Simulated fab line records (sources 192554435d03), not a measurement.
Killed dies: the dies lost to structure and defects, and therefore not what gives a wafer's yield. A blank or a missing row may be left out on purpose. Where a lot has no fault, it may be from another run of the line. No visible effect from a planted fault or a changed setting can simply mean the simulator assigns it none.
Chamber matching | flow n5-finfet | cvd-co-02 running N5_BEOL_M2_PRE_CLEAN_60: 3 sister chambers
The step time 15 s. 6 wafers are shown with their chamber, then 12 later ones without.

== WAFERS PAIRED WITH THEIR CHAMBERS ==
wafer  | chamber | heater-power-outer-w (W) | heater-power-w (W)
L087.4 | 1       | 30                       | 89
L090.2 | 2       | 14                       | 84
L091.4 | 1       | 30                       | 89
L092.2 | 0       | 10                       | 76
L092.4 | 0       | 9                        | 74
L092.6 | 2       | 14                       | 82

== WAFERS WITHOUT THEIR CHAMBER ==
wafer  | heater-power-outer-w (W) | heater-power-w (W)
L093.2 | 9                        | 74
L093.3 | 13                       | 85
L093.6 | 14                       | 85
L095.4 | 14                       | 84
L095.5 | 10                       | 75
L095.6 | 30                       | 87
L097.2 | 13                       | 84
L097.3 | 30                       | 89
L097.6 | 30                       | 89
L096.1 | 14                       | 84
L096.3 | 9                        | 76
L096.5 | 10                       | 77

== CHAMBER TAKEN BY EACH ==
wafer  | from the rows above | in truth
L093.2 | 0                   | 0
L093.3 | 2                   | 2
L093.6 | 2                   | 2
L095.4 | 2                   | 2
L095.5 | 0                   | 0
L095.6 | 1                   | 1
L097.2 | 2                   | 2
L097.3 | 1                   | 1
L097.6 | 1                   | 1
L096.1 | 2                   | 2
L096.3 | 0                   | 0
L096.5 | 0                   | 0
Placed correctly: 12 of 12. Not placeable from these rows: 0. 0 placed wrongly.
How it was worked out, from the rows above alone: a wafer's distance from a chamber is the root of the sum, over the readings, of the square of ((its reading less the chamber's mean) divided by the reading's scatter). The wafer belongs to the nearest chamber; if the next one is less than 2 further off, it can't be placed. For every chamber, the mean is computed from those of its wafers that are shown. The scatter is the square root of a quotient: the sum, over the shown wafers, of each reading's squared deviation from its chamber's mean, divided by wafers minus chambers.
